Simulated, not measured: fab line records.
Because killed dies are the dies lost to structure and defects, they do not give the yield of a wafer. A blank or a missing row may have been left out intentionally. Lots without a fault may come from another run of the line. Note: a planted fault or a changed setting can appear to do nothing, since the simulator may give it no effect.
Split-lot experiment || flow n5Finfet || on a route of 1938 steps: 7 lots, 21 wafers read

== THE SPLIT ==
At N5_DUMMY_GATE_COAT_28 (time 60 s, resist thk 10 nm), the setting spinRpm was moved away from the recipe's 1500 rpm on 8 of the 21 wafers read, by -6.2% to +9.7%. All remaining wafers had this setting at the recipe value.

The split's own step is where the reading is taken.

== THE READING ==
underlayer_of_DUMMY_GATE_COAT_28.thkNm (the simulator's own value, which no gauge read), in nm, at N5_DUMMY_GATE_COAT_28 (time 60 s, resist thk 10 nm). The file gives no usual value for it.

{"wafer": "L080.1", "tool, chamber at the split": "lithoTrack-01, 0", "spinRpm as run, rpm": 1500, "against the recipe": "recipe", "underlayer_of_DUMMY_GATE_COAT_28.thkNm, nm": 10, "against lot-mates on the recipe": "-"}
{"wafer": "L080.4", "tool, chamber at the split": "lithoTrack-01, 0", "spinRpm as run, rpm": 1500, "against the recipe": "recipe", "underlayer_of_DUMMY_GATE_COAT_28.thkNm, nm": 10, "against lot-mates on the recipe": "-"}
{"wafer": "L080.2", "tool, chamber at the split": "lithoTrack-01, 0", "spinRpm as run, rpm": 1608, "against the recipe": "+7.2%", "underlayer_of_DUMMY_GATE_COAT_28.thkNm, nm": 9.6, "against lot-mates on the recipe": -0.4}
{"wafer": "L087.1", "tool, chamber at the split": "lithoTrack-05, 0", "spinRpm as run, rpm": 1645, "against the recipe": "+9.7%", "underlayer_of_DUMMY_GATE_COAT_28.thkNm, nm": 9.6, "against lot-mates on the recipe": "no lot-mate on the recipe"}
{"wafer": "L087.5", "tool, chamber at the split": "lithoTrack-05, 0", "spinRpm as run, rpm": 1645, "against the recipe": "+9.7%", "underlayer_of_DUMMY_GATE_COAT_28.thkNm, nm": 9.6, "against lot-mates on the recipe": "no lot-mate on the recipe"}
{"wafer": "L087.6", "tool, chamber at the split": "lithoTrack-05, 0", "spinRpm as run, rpm": 1645, "against the recipe": "+9.7%", "underlayer_of_DUMMY_GATE_COAT_28.thkNm, nm": 9.6, "against lot-mates on the recipe": "no lot-mate on the recipe"}
{"wafer": "L089.1", "tool, chamber at the split": "lithoTrack-01, 0", "spinRpm as run, rpm": 1573, "against the recipe": "+4.9%", "underlayer_of_DUMMY_GATE_COAT_28.thkNm, nm": 9.8, "against lot-mates on the recipe": -0.2}
{"wafer": "L089.4", "tool, chamber at the split": "lithoTrack-01, 0", "spinRpm as run, rpm": 1573, "against the recipe": "+4.9%", "underlayer_of_DUMMY_GATE_COAT_28.thkNm, nm": 9.8, "against lot-mates on the recipe": -0.2}
{"wafer": "L089.3", "tool, chamber at the split": "lithoTrack-01, 0", "spinRpm as run, rpm": 1500, "against the recipe": "recipe", "underlayer_of_DUMMY_GATE_COAT_28.thkNm, nm": 10, "against lot-mates on the recipe": "-"}
{"wafer": "L091.1", "tool, chamber at the split": "lithoTrack-01, 0", "spinRpm as run, rpm": 1500, "against the recipe": "recipe", "underlayer_of_DUMMY_GATE_COAT_28.thkNm, nm": 10, "against lot-mates on the recipe": "-"}
{"wafer": "L091.5", "tool, chamber at the split": "lithoTrack-01, 0", "spinRpm as run, rpm": 1500, "against the recipe": "recipe", "underlayer_of_DUMMY_GATE_COAT_28.thkNm, nm": 10, "against lot-mates on the recipe": "-"}
{"wafer": "L091.3", "tool, chamber at the split": "lithoTrack-01, 0", "spinRpm as run, rpm": 1407, "against the recipe": "-6.2%", "underlayer_of_DUMMY_GATE_COAT_28.thkNm, nm": 10.4, "against lot-mates on the recipe": "+0.4"}
{"wafer": "L092.3", "tool, chamber at the split": "lithoTrack-01, 0", "spinRpm as run, rpm": 1500, "against the recipe": "recipe", "underlayer_of_DUMMY_GATE_COAT_28.thkNm, nm": 10, "against lot-mates on the recipe": "-"}
{"wafer": "L092.4", "tool, chamber at the split": "lithoTrack-01, 0", "spinRpm as run, rpm": 1500, "against the recipe": "recipe", "underlayer_of_DUMMY_GATE_COAT_28.thkNm, nm": 10, "against lot-mates on the recipe": "-"}
{"wafer": "L092.5", "tool, chamber at the split": "lithoTrack-01, 0", "spinRpm as run, rpm": 1500, "against the recipe": "recipe", "underlayer_of_DUMMY_GATE_COAT_28.thkNm, nm": 10, "against lot-mates on the recipe": "-"}
{"wafer": "L093.1", "tool, chamber at the split": "lithoTrack-05, 0", "spinRpm as run, rpm": 1500, "against the recipe": "recipe", "underlayer_of_DUMMY_GATE_COAT_28.thkNm, nm": 10, "against lot-mates on the recipe": "-"}
{"wafer": "L093.2", "tool, chamber at the split": "lithoTrack-05, 0", "spinRpm as run, rpm": 1500, "against the recipe": "recipe", "underlayer_of_DUMMY_GATE_COAT_28.thkNm, nm": 10, "against lot-mates on the recipe": "-"}
{"wafer": "L093.5", "tool, chamber at the split": "lithoTrack-05, 0", "spinRpm as run, rpm": 1500, "against the recipe": "recipe", "underlayer_of_DUMMY_GATE_COAT_28.thkNm, nm": 10, "against lot-mates on the recipe": "-"}
{"wafer": "L095.2", "tool, chamber at the split": "lithoTrack-01, 0", "spinRpm as run, rpm": 1634, "against the recipe": "+8.9%", "underlayer_of_DUMMY_GATE_COAT_28.thkNm, nm": 9.6, "against lot-mates on the recipe": -0.4}
{"wafer": "L095.3", "tool, chamber at the split": "lithoTrack-01, 0", "spinRpm as run, rpm": 1500, "against the recipe": "recipe", "underlayer_of_DUMMY_GATE_COAT_28.thkNm, nm": 10, "against lot-mates on the recipe": "-"}
{"wafer": "L095.6", "tool, chamber at the split": "lithoTrack-01, 0", "spinRpm as run, rpm": 1500, "against the recipe": "recipe", "underlayer_of_DUMMY_GATE_COAT_28.thkNm, nm": 10, "against lot-mates on the recipe": "-"}

THE FIT
A straight line over all 21 wafers: underlayer_of_DUMMY_GATE_COAT_28.thkNm changes by -0.0464 nm for each +1% of spinRpm; r = -0.99; the points scatter about the line by 0.034 nm.
The same after taking each lot's own level away (the mean of its wafers on the recipe; 18 wafers): -0.0511 nm for each +1%; r = -0.99; scatter 0.029 nm.
The reading moves by 0.49 nm for the largest change in spinRpm, on that fit.
The lots' own levels span 10.00 to 10.00 nm.
So the lot-to-lot level changes the slope little: the two slopes agree.
Check: with one of the wafers moved furthest among these (+8.9%) left out of the fit, the line predicts -0.471 nm for it against its lot-mates. It came out at -0.4 nm against them.

== OTHER SPLITS APPLIED TO THESE WAFERS ==
Before the reading, these wafers also passed through other splits. Each is held against what the fit with the lots' levels taken away leaves over:
{"other split on the same wafers": "N5_ZERO_LAYER_PECVD_02 timeS", "wafers away from the commonest value": 5, "r with underlayer_of_DUMMY_GATE_COAT_28.thkNm (lot level and that fit taken away)": -0.47}
{"other split on the same wafers": "N5_WELL_APT_COAT_19 spinRpm", "wafers away from the commonest value": 9, "r with underlayer_of_DUMMY_GATE_COAT_28.thkNm (lot level and that fit taken away)": -0.18}
{"other split on the same wafers": "N5_WELL_APT_EXPOSE_22 doseMj", "wafers away from the commonest value": 7, "r with underlayer_of_DUMMY_GATE_COAT_28.thkNm (lot level and that fit taken away)": "+0.35"}
{"other split on the same wafers": "N5_FIN_SAQP_MANDREL_ETCH_22 icpW", "wafers away from the commonest value": 8, "r with underlayer_of_DUMMY_GATE_COAT_28.thkNm (lot level and that fit taken away)": "+0.06"}
{"other split on the same wafers": "N5_FIN_SAQP_FIN_ETCH_36 icpW", "wafers away from the commonest value": 9, "r with underlayer_of_DUMMY_GATE_COAT_28.thkNm (lot level and that fit taken away)": "+0.27"}
{"other split on the same wafers": "N5_DUMMY_GATE_COAT_35 spinRpm", "wafers away from the commonest value": 5, "r with underlayer_of_DUMMY_GATE_COAT_28.thkNm (lot level and that fit taken away)": "+0.21"}

== THE FILE'S OWN FIT ==
underlayer_of_DUMMY_GATE_COAT_28.thkNm changes by -0.0511 nm for each +1% of spinRpm, r = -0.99.
